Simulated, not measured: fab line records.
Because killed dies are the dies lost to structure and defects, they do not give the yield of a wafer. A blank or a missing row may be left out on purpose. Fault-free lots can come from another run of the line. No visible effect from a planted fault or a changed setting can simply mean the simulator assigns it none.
Which tool did it? || flow n5-finfet || Sampling: 24 lots, 72 wafers, 5 of 1938 route steps

## WHAT EACH GAUGE READ, for each wafer
N5_FIN_CUT_CD_MEAS_08: target cd 29.1 nm. Usual: cd-nm at 29.09 nm, with a standard deviation of 0.22.
{"lot": "L074", "measured": "day 2 03:42", "on": "cd-sem-03", "cd-nm (nm)": "28.73 29.05 28.95", "flag": ""}
{"lot": "L075", "measured": "day 2 09:38", "on": "cd-sem-01", "cd-nm (nm)": "28.92 28.79 29.17", "flag": ""}
{"lot": "L076", "measured": "day 2 15:52", "on": "cd-sem-02", "cd-nm (nm)": "29.19 29.11 29.10", "flag": ""}
{"lot": "L077", "measured": "day 2 22:55", "on": "cd-sem-02", "cd-nm (nm)": "29.34 28.84 29.03", "flag": ""}
{"lot": "L078", "measured": "day 3 05:11", "on": "cd-sem-03", "cd-nm (nm)": "28.81 28.58 29.23", "flag": ""}
{"lot": "L079", "measured": "day 3 10:04", "on": "cd-sem-01", "cd-nm (nm)": "29.19 28.91 28.81", "flag": ""}
{"lot": "L080", "measured": "day 3 15:08", "on": "cd-sem-02", "cd-nm (nm)": "29.13 28.93 29.12", "flag": ""}
{"lot": "L081", "measured": "day 3 20:19", "on": "cd-sem-02", "cd-nm (nm)": "29.42 29.41 29.24", "flag": ""}
{"lot": "L082", "measured": "day 4 05:24", "on": "cd-sem-01", "cd-nm (nm)": "29.46 29.05 29.40", "flag": ""}
{"lot": "L083", "measured": "day 4 11:05", "on": "cd-sem-01", "cd-nm (nm)": "29.09 29.70 29.39", "flag": ""}
{"lot": "L084", "measured": "day 4 15:59", "on": "cd-sem-01", "cd-nm (nm)": "29.14 29.32 28.68", "flag": ""}
{"lot": "L085", "measured": "day 4 23:55", "on": "cd-sem-03", "cd-nm (nm)": "29.13 29.01 29.20", "flag": ""}
{"lot": "L086", "measured": "day 5 05:32", "on": "cd-sem-01", "cd-nm (nm)": "28.92 28.90 29.61", "flag": ""}
{"lot": "L087", "measured": "day 5 08:52", "on": "cd-sem-01", "cd-nm (nm)": "29.15 29.03 29.03", "flag": ""}
{"lot": "L088", "measured": "day 5 14:04", "on": "cd-sem-03", "cd-nm (nm)": "29.10 29.14 29.05", "flag": ""}
{"lot": "L089", "measured": "day 5 20:14", "on": "cd-sem-01", "cd-nm (nm)": "29.11 29.10 28.94", "flag": ""}
{"lot": "L090", "measured": "day 6 02:13", "on": "cd-sem-03", "cd-nm (nm)": "29.00 29.11 29.15", "flag": ""}
{"lot": "L091", "measured": "day 6 08:24", "on": "cd-sem-01", "cd-nm (nm)": "29.36 29.07 28.91", "flag": ""}
{"lot": "L092", "measured": "day 6 15:52", "on": "cd-sem-01", "cd-nm (nm)": "28.97 29.01 28.88", "flag": ""}
{"lot": "L093", "measured": "day 6 22:04", "on": "cd-sem-02", "cd-nm (nm)": "29.04 28.81 29.08", "flag": ""}
{"lot": "L094", "measured": "day 7 02:46", "on": "cd-sem-02", "cd-nm (nm)": "29.05 29.14 29.06", "flag": ""}
{"lot": "L095", "measured": "day 7 08:27", "on": "cd-sem-01", "cd-nm (nm)": "28.95 29.02 28.94", "flag": ""}
{"lot": "L096", "measured": "day 7 15:24", "on": "cd-sem-01", "cd-nm (nm)": "28.97 29.32 28.86", "flag": ""}
{"lot": "L097", "measured": "day 7 21:40", "on": "cd-sem-03", "cd-nm (nm)": "29.32 28.64 29.14", "flag": ""}

N5_DUMMY_GATE_OVL_MEAS_16. Usual: GATE_OVL gives 0.1 nm (standard deviation 0.62).
{"lot": "L074", "measured": "day 2 23:00", "on": "overlay-02", "GATE_OVL (nm)": "-0.5 -0.3 -1.1", "flag": ""}
{"lot": "L075", "measured": "day 3 04:16", "on": "overlay-02", "GATE_OVL (nm)": "0.0 0.3 -0.1", "flag": ""}
{"lot": "L076", "measured": "day 3 10:56", "on": "overlay-02", "GATE_OVL (nm)": "0.4 1.2 0.0", "flag": ""}
{"lot": "L077", "measured": "day 3 17:25", "on": "overlay-01", "GATE_OVL (nm)": "0.2 1.6 0.5", "flag": ""}
{"lot": "L078", "measured": "day 3 23:32", "on": "overlay-02", "GATE_OVL (nm)": "0.2 0.1 -0.6", "flag": ""}
{"lot": "L079", "measured": "day 4 04:33", "on": "overlay-02", "GATE_OVL (nm)": "-0.2 0.3 0.4", "flag": ""}
{"lot": "L080", "measured": "day 4 11:40", "on": "overlay-02", "GATE_OVL (nm)": "0.2 -0.2 -0.8", "flag": ""}
{"lot": "L081", "measured": "day 4 14:40", "on": "overlay-01", "GATE_OVL (nm)": "0.6 -0.5 0.1", "flag": ""}
{"lot": "L082", "measured": "day 4 23:53", "on": "overlay-01", "GATE_OVL (nm)": "-0.6 -0.3 -0.2", "flag": ""}
{"lot": "L083", "measured": "day 5 06:44", "on": "overlay-01", "GATE_OVL (nm)": "-0.4 -0.6 0.8", "flag": ""}
{"lot": "L084", "measured": "day 5 12:37", "on": "overlay-01", "GATE_OVL (nm)": "-0.4 0.8 1.2", "flag": ""}
{"lot": "L085", "measured": "day 5 19:45", "on": "overlay-02", "GATE_OVL (nm)": "-0.5 0.3 0.0", "flag": ""}
{"lot": "L086", "measured": "day 6 01:05", "on": "overlay-02", "GATE_OVL (nm)": "1.3 1.0 0.8", "flag": ""}
{"lot": "L087", "measured": "day 6 04:08", "on": "overlay-01", "GATE_OVL (nm)": "-0.6 1.1 -0.9", "flag": ""}
{"lot": "L088", "measured": "day 6 08:53", "on": "overlay-01", "GATE_OVL (nm)": "0.9 0.8 0.7", "flag": ""}
{"lot": "L089", "measured": "day 6 14:38", "on": "overlay-02", "GATE_OVL (nm)": "0.4 1.2 0.9", "flag": ""}
{"lot": "L090", "measured": "day 6 20:49", "on": "overlay-02", "GATE_OVL (nm)": "-0.8 0.0 0.5", "flag": ""}
{"lot": "L091", "measured": "day 7 02:46", "on": "overlay-02", "GATE_OVL (nm)": "-0.7 -0.3 0.5", "flag": ""}
{"lot": "L092", "measured": "day 7 10:29", "on": "overlay-01", "GATE_OVL (nm)": "0.6 0.5 0.4", "flag": ""}
{"lot": "L093", "measured": "day 7 17:14", "on": "overlay-02", "GATE_OVL (nm)": "0.1 0.6 0.0", "flag": ""}
{"lot": "L094", "measured": "day 7 22:58", "on": "overlay-01", "GATE_OVL (nm)": "0.9 -1.1 0.3", "flag": ""}
{"lot": "L095", "measured": "day 8 03:16", "on": "overlay-02", "GATE_OVL (nm)": "0.1 0.1 0.3", "flag": ""}
{"lot": "L096", "measured": "day 8 15:17", "on": "overlay-01", "GATE_OVL (nm)": "0.9 -0.3 -0.3", "flag": ""}
{"lot": "L097", "measured": "day 8 16:50", "on": "overlay-01", "GATE_OVL (nm)": "0.3 -0.1 -0.7", "flag": ""}

N5_DUMMY_GATE_CD_MEAS_50: target cd 14 nm. Usual: cd-nm at 14.1 nm, with a standard deviation of 0.4.
{"lot": "L074", "measured": "day 2 23:28", "on": "cd-sem-02", "cd-nm (nm)": "13.9 14.3 14.0", "flag": ""}
{"lot": "L075", "measured": "day 3 04:44", "on": "cd-sem-03", "cd-nm (nm)": "14.0 13.2 14.6", "flag": ""}
{"lot": "L076", "measured": "day 3 11:24", "on": "cd-sem-03", "cd-nm (nm)": "13.7 14.4 14.4", "flag": ""}
{"lot": "L077", "measured": "day 3 18:11", "on": "cd-sem-03", "cd-nm (nm)": "14.8 14.7 14.4", "flag": ""}
{"lot": "L078", "measured": "day 4 00:00", "on": "cd-sem-02", "cd-nm (nm)": "13.8 14.4 13.8", "flag": ""}
{"lot": "L079", "measured": "day 4 05:01", "on": "cd-sem-01", "cd-nm (nm)": "14.0 14.4 13.8", "flag": ""}
{"lot": "L080", "measured": "day 4 12:13", "on": "cd-sem-01", "cd-nm (nm)": "14.2 14.5 14.5", "flag": ""}
{"lot": "L081", "measured": "day 4 15:07", "on": "cd-sem-02", "cd-nm (nm)": "13.9 14.2 14.7", "flag": ""}
{"lot": "L082", "measured": "day 5 00:31", "on": "cd-sem-01", "cd-nm (nm)": "14.0 14.6 14.1", "flag": ""}
{"lot": "L083", "measured": "day 5 07:12", "on": "cd-sem-03", "cd-nm (nm)": "14.1 13.9 14.0", "flag": ""}
{"lot": "L084", "measured": "day 5 13:06", "on": "cd-sem-01", "cd-nm (nm)": "14.1 14.3 14.1", "flag": ""}
{"lot": "L085", "measured": "day 5 20:13", "on": "cd-sem-02", "cd-nm (nm)": "13.9 14.2 13.7", "flag": ""}
{"lot": "L086", "measured": "day 6 01:34", "on": "cd-sem-01", "cd-nm (nm)": "14.3 13.8 13.6", "flag": ""}
{"lot": "L087", "measured": "day 6 05:04", "on": "cd-sem-02", "cd-nm (nm)": "14.2 13.6 13.7", "flag": ""}
{"lot": "L088", "measured": "day 6 09:25", "on": "cd-sem-03", "cd-nm (nm)": "14.1 13.8 14.3", "flag": ""}
{"lot": "L089", "measured": "day 6 15:06", "on": "cd-sem-01", "cd-nm (nm)": "13.9 14.1 14.1", "flag": ""}
{"lot": "L090", "measured": "day 6 21:17", "on": "cd-sem-02", "cd-nm (nm)": "13.9 14.2 14.6", "flag": ""}
{"lot": "L091", "measured": "day 7 03:37", "on": "cd-sem-02", "cd-nm (nm)": "14.0 14.0 14.7", "flag": ""}
{"lot": "L092", "measured": "day 7 10:58", "on": "cd-sem-02", "cd-nm (nm)": "14.3 14.5 14.6", "flag": ""}
{"lot": "L093", "measured": "day 7 18:07", "on": "cd-sem-03", "cd-nm (nm)": "14.5 14.6 14.4", "flag": ""}
{"lot": "L094", "measured": "day 7 23:34", "on": "cd-sem-03", "cd-nm (nm)": "13.4 13.9 14.5", "flag": ""}
{"lot": "L095", "measured": "day 8 03:53", "on": "cd-sem-03", "cd-nm (nm)": "13.7 14.4 13.8", "flag": ""}
{"lot": "L096", "measured": "day 8 15:45", "on": "cd-sem-01", "cd-nm (nm)": "13.8 14.4 14.4", "flag": ""}
{"lot": "L097", "measured": "day 8 17:26", "on": "cd-sem-01", "cd-nm (nm)": "14.6 14.2 14.3", "flag": ""}

## TOOL THAT RAN EACH LOT (tool first, then ch and the chambers of the sampled wafers, then the start)
{"lot": "L074", "N5_STI_FIN_REVEAL_RECESS_09": "vapor-etch-02 ch 0, day 2 11:40", "N5_STI_FIN_REVEAL_OXIDATION_33": "plasma-asher-01 ch 0,1, day 2 14:10"}
{"lot": "L075", "N5_STI_FIN_REVEAL_RECESS_09": "vapor-etch-01 ch 0,1, day 2 16:55", "N5_STI_FIN_REVEAL_OXIDATION_33": "plasma-asher-02 ch 0,1, day 2 19:26"}
{"lot": "L076", "N5_STI_FIN_REVEAL_RECESS_09": "vapor-etch-02 ch 1, day 2 23:29", "N5_STI_FIN_REVEAL_OXIDATION_33": "plasma-asher-01 ch 0,1, day 3 01:59"}
{"lot": "L077", "N5_STI_FIN_REVEAL_RECESS_09": "vapor-etch-01 ch 0,1, day 3 05:52", "N5_STI_FIN_REVEAL_OXIDATION_33": "plasma-asher-02 ch 1, day 3 08:22"}
{"lot": "L078", "N5_STI_FIN_REVEAL_RECESS_09": "vapor-etch-02 ch 0,1, day 3 12:09", "N5_STI_FIN_REVEAL_OXIDATION_33": "plasma-asher-02 ch 0,1, day 3 14:43"}
{"lot": "L079", "N5_STI_FIN_REVEAL_RECESS_09": "vapor-etch-01 ch 0,1, day 3 17:04", "N5_STI_FIN_REVEAL_OXIDATION_33": "plasma-asher-02 ch 0,1, day 3 19:37"}
{"lot": "L080", "N5_STI_FIN_REVEAL_RECESS_09": "vapor-etch-01 ch 0,1, day 3 22:15", "N5_STI_FIN_REVEAL_OXIDATION_33": "plasma-asher-02 ch 0,1, day 4 00:46"}
{"lot": "L081", "N5_STI_FIN_REVEAL_RECESS_09": "vapor-etch-02 ch 0,1, day 4 03:20", "N5_STI_FIN_REVEAL_OXIDATION_33": "plasma-asher-01 ch 0, day 4 05:51"}
{"lot": "L082", "N5_STI_FIN_REVEAL_RECESS_09": "vapor-etch-01 ch 0,1, day 4 12:22", "N5_STI_FIN_REVEAL_OXIDATION_33": "plasma-asher-02 ch 0,1, day 4 15:06"}
{"lot": "L083", "N5_STI_FIN_REVEAL_RECESS_09": "vapor-etch-02 ch 0,1, day 4 18:08", "N5_STI_FIN_REVEAL_OXIDATION_33": "plasma-asher-02 ch 0,1, day 4 20:43"}
{"lot": "L084", "N5_STI_FIN_REVEAL_RECESS_09": "vapor-etch-02 ch 0,1, day 5 00:57", "N5_STI_FIN_REVEAL_OXIDATION_33": "plasma-asher-01 ch 0,1, day 5 03:28"}
{"lot": "L085", "N5_STI_FIN_REVEAL_RECESS_09": "vapor-etch-02 ch 0,1, day 5 08:10", "N5_STI_FIN_REVEAL_OXIDATION_33": "plasma-asher-01 ch 0,1, day 5 10:40"}
{"lot": "L086", "N5_STI_FIN_REVEAL_RECESS_09": "vapor-etch-02 ch 0,1, day 5 13:35", "N5_STI_FIN_REVEAL_OXIDATION_33": "plasma-asher-01 ch 0,1, day 5 16:08"}
{"lot": "L087", "N5_STI_FIN_REVEAL_RECESS_09": "vapor-etch-02 ch 0,1, day 5 17:21", "N5_STI_FIN_REVEAL_OXIDATION_33": "plasma-asher-02 ch 0,1, day 5 19:21"}
{"lot": "L088", "N5_STI_FIN_REVEAL_RECESS_09": "vapor-etch-01 ch 0,1, day 5 21:01", "N5_STI_FIN_REVEAL_OXIDATION_33": "plasma-asher-01 ch 0,1, day 5 23:32"}
{"lot": "L089", "N5_STI_FIN_REVEAL_RECESS_09": "vapor-etch-01 ch 0,1, day 6 03:12", "N5_STI_FIN_REVEAL_OXIDATION_33": "plasma-asher-01 ch 0,1, day 6 05:42"}
{"lot": "L090", "N5_STI_FIN_REVEAL_RECESS_09": "vapor-etch-02 ch 0,1, day 6 09:15", "N5_STI_FIN_REVEAL_OXIDATION_33": "plasma-asher-02 ch 0, day 6 11:45"}
{"lot": "L091", "N5_STI_FIN_REVEAL_RECESS_09": "vapor-etch-02 ch 0,1, day 6 15:23", "N5_STI_FIN_REVEAL_OXIDATION_33": "plasma-asher-02 ch 0,1, day 6 17:53"}
{"lot": "L092", "N5_STI_FIN_REVEAL_RECESS_09": "vapor-etch-01 ch 1, day 6 23:10", "N5_STI_FIN_REVEAL_OXIDATION_33": "plasma-asher-02 ch 0,1, day 7 01:40"}
{"lot": "L093", "N5_STI_FIN_REVEAL_RECESS_09": "vapor-etch-02 ch 0,1, day 7 05:33", "N5_STI_FIN_REVEAL_OXIDATION_33": "plasma-asher-01 ch 0,1, day 7 08:16"}
{"lot": "L094", "N5_STI_FIN_REVEAL_RECESS_09": "vapor-etch-02 ch 0,1, day 7 10:56", "N5_STI_FIN_REVEAL_OXIDATION_33": "plasma-asher-01 ch 0,1, day 7 13:19"}
{"lot": "L095", "N5_STI_FIN_REVEAL_RECESS_09": "vapor-etch-02 ch 0,1, day 7 15:24", "N5_STI_FIN_REVEAL_OXIDATION_33": "plasma-asher-01 ch 0,1, day 7 17:58"}
{"lot": "L096", "N5_STI_FIN_REVEAL_RECESS_09": "vapor-etch-01 ch 0, day 7 22:34", "N5_STI_FIN_REVEAL_OXIDATION_33": "plasma-asher-01 ch 0,1, day 8 02:42"}
{"lot": "L097", "N5_STI_FIN_REVEAL_RECESS_09": "vapor-etch-02 ch 0,1, day 8 05:24", "N5_STI_FIN_REVEAL_OXIDATION_33": "plasma-asher-01 ch 0,1, day 8 07:54"}
- N5_STI_FIN_REVEAL_RECESS_09: chemistry HF/NH3, target SiO2, afs cycles 11, target depth 42.5 nm, sublimation time 60 s.
- N5_STI_FIN_REVEAL_OXIDATION_33: chemistry O2 PLASMA REMOTE, time 20 s.

## WHAT THE TOOLS THEMSELVES READ (means of the sampled wafers that have a number; where no wafer has one, the mark that the record gives instead)
N5_STI_FIN_REVEAL_RECESS_09. Usual: drypump-motor-current-A at 5.77 A, with a standard deviation of 0.085.
{"lot": "L074", "tool": "vapor-etch-02", "drypump-motor-current-A (A)": 5.88, "flag": ""}
{"lot": "L075", "tool": "vapor-etch-01", "drypump-motor-current-A (A)": 5.71, "flag": ""}
{"lot": "L076", "tool": "vapor-etch-02", "drypump-motor-current-A (A)": 5.75, "flag": ""}
{"lot": "L077", "tool": "vapor-etch-01", "drypump-motor-current-A (A)": 5.70, "flag": ""}
{"lot": "L078", "tool": "vapor-etch-02", "drypump-motor-current-A (A)": 5.81, "flag": ""}
{"lot": "L079", "tool": "vapor-etch-01", "drypump-motor-current-A (A)": 5.71, "flag": ""}
{"lot": "L080", "tool": "vapor-etch-01", "drypump-motor-current-A (A)": 5.66, "flag": ""}
{"lot": "L081", "tool": "vapor-etch-02", "drypump-motor-current-A (A)": 5.80, "flag": ""}
{"lot": "L082", "tool": "vapor-etch-01", "drypump-motor-current-A (A)": 5.71, "flag": ""}
{"lot": "L083", "tool": "vapor-etch-02", "drypump-motor-current-A (A)": 5.81, "flag": ""}
{"lot": "L084", "tool": "vapor-etch-02", "drypump-motor-current-A (A)": 5.85, "flag": ""}
{"lot": "L085", "tool": "vapor-etch-02", "drypump-motor-current-A (A)": 5.85, "flag": ""}
{"lot": "L086", "tool": "vapor-etch-02", "drypump-motor-current-A (A)": 5.78, "flag": ""}
{"lot": "L087", "tool": "vapor-etch-02", "drypump-motor-current-A (A)": 5.84, "flag": ""}
{"lot": "L088", "tool": "vapor-etch-01", "drypump-motor-current-A (A)": 5.65, "flag": ""}
{"lot": "L089", "tool": "vapor-etch-01", "drypump-motor-current-A (A)": 5.65, "flag": ""}
{"lot": "L090", "tool": "vapor-etch-02", "drypump-motor-current-A (A)": 5.80, "flag": ""}
{"lot": "L091", "tool": "vapor-etch-02", "drypump-motor-current-A (A)": 5.78, "flag": ""}
{"lot": "L092", "tool": "vapor-etch-01", "drypump-motor-current-A (A)": 5.62, "flag": ""}
{"lot": "L093", "tool": "vapor-etch-02", "drypump-motor-current-A (A)": 5.80, "flag": ""}
{"lot": "L094", "tool": "vapor-etch-02", "drypump-motor-current-A (A)": 5.84, "flag": ""}
{"lot": "L095", "tool": "vapor-etch-02", "drypump-motor-current-A (A)": 5.81, "flag": ""}
{"lot": "L096", "tool": "vapor-etch-01", "drypump-motor-current-A (A)": 5.74, "flag": ""}
{"lot": "L097", "tool": "vapor-etch-02", "drypump-motor-current-A (A)": 5.81, "flag": ""}

N5_STI_FIN_REVEAL_OXIDATION_33. Usual: drypump-motor-current-A 6.08 A, standard deviation 0.13; heater-power-w 138 W, standard deviation 14.
{"lot": "L074", "tool": "plasma-asher-01", "drypump-motor-current-A (A)": 6.04, "heater-power-w (W)": 144, "flag": ""}
{"lot": "L075", "tool": "plasma-asher-02", "drypump-motor-current-A (A)": 6.08, "heater-power-w (W)": 139, "flag": ""}
{"lot": "L076", "tool": "plasma-asher-01", "drypump-motor-current-A (A)": 6.15, "heater-power-w (W)": 135, "flag": ""}
{"lot": "L077", "tool": "plasma-asher-02", "drypump-motor-current-A (A)": 6.13, "heater-power-w (W)": 148, "flag": ""}
{"lot": "L078", "tool": "plasma-asher-02", "drypump-motor-current-A (A)": 6.06, "heater-power-w (W)": 134, "flag": ""}
{"lot": "L079", "tool": "plasma-asher-02", "drypump-motor-current-A (A)": 6.04, "heater-power-w (W)": 132, "flag": ""}
{"lot": "L080", "tool": "plasma-asher-02", "drypump-motor-current-A (A)": 6.04, "heater-power-w (W)": 132, "flag": ""}
{"lot": "L081", "tool": "plasma-asher-01", "drypump-motor-current-A (A)": 6.24, "heater-power-w (W)": 125, "flag": ""}
{"lot": "L082", "tool": "plasma-asher-02", "drypump-motor-current-A (A)": 6.08, "heater-power-w (W)": 139, "flag": ""}
{"lot": "L083", "tool": "plasma-asher-02", "drypump-motor-current-A (A)": 6.08, "heater-power-w (W)": 138, "flag": ""}
{"lot": "L084", "tool": "plasma-asher-01", "drypump-motor-current-A (A)": 6.14, "heater-power-w (W)": 134, "flag": ""}
{"lot": "L085", "tool": "plasma-asher-01", "drypump-motor-current-A (A)": 6.16, "heater-power-w (W)": 134, "flag": ""}
{"lot": "L086", "tool": "plasma-asher-01", "drypump-motor-current-A (A)": 6.05, "heater-power-w (W)": 143, "flag": ""}
{"lot": "L087", "tool": "plasma-asher-02", "drypump-motor-current-A (A)": 6.11, "heater-power-w (W)": 136, "flag": ""}
{"lot": "L088", "tool": "plasma-asher-01", "drypump-motor-current-A (A)": 6.03, "heater-power-w (W)": 143, "flag": ""}
{"lot": "L089", "tool": "plasma-asher-01", "drypump-motor-current-A (A)": 6.13, "heater-power-w (W)": 135, "flag": ""}
{"lot": "L090", "tool": "plasma-asher-02", "drypump-motor-current-A (A)": 6.03, "heater-power-w (W)": 125, "flag": ""}
{"lot": "L091", "tool": "plasma-asher-02", "drypump-motor-current-A (A)": 6.09, "heater-power-w (W)": 138, "flag": ""}
{"lot": "L092", "tool": "plasma-asher-02", "drypump-motor-current-A (A)": 6.10, "heater-power-w (W)": 140, "flag": ""}
{"lot": "L093", "tool": "plasma-asher-01", "drypump-motor-current-A (A)": 6.06, "heater-power-w (W)": 145, "flag": ""}
{"lot": "L094", "tool": "plasma-asher-01", "drypump-motor-current-A (A)": 6.06, "heater-power-w (W)": 146, "flag": ""}
{"lot": "L095", "tool": "plasma-asher-01", "drypump-motor-current-A (A)": 6.16, "heater-power-w (W)": 134, "flag": ""}
{"lot": "L096", "tool": "plasma-asher-01", "drypump-motor-current-A (A)": 6.02, "heater-power-w (W)": 145, "flag": ""}
{"lot": "L097", "tool": "plasma-asher-01", "drypump-motor-current-A (A)": 6.12, "heater-power-w (W)": 134, "flag": ""}

## THE ANSWER, worked out from the rows above alone
Rule: take the mean of a lot's wafers that have a number; if it is more than 3 standard deviations from the usual mean, the lot is off. Also off: a lot with no number at a reading for which 4 or more lots have one. The other lots that the step has rows for count as sound. The gauges are gone through in route order, then the tools' own readings, and for those a lot's mean is taken as printed above. At the first step where some lot is off, the reading lying furthest off is the one used; lots without a number count as furthest.
Across all readings shown, no lot is off: no conclusion can be drawn from this.

## WHAT THE SIMULATOR HAD PUT IN
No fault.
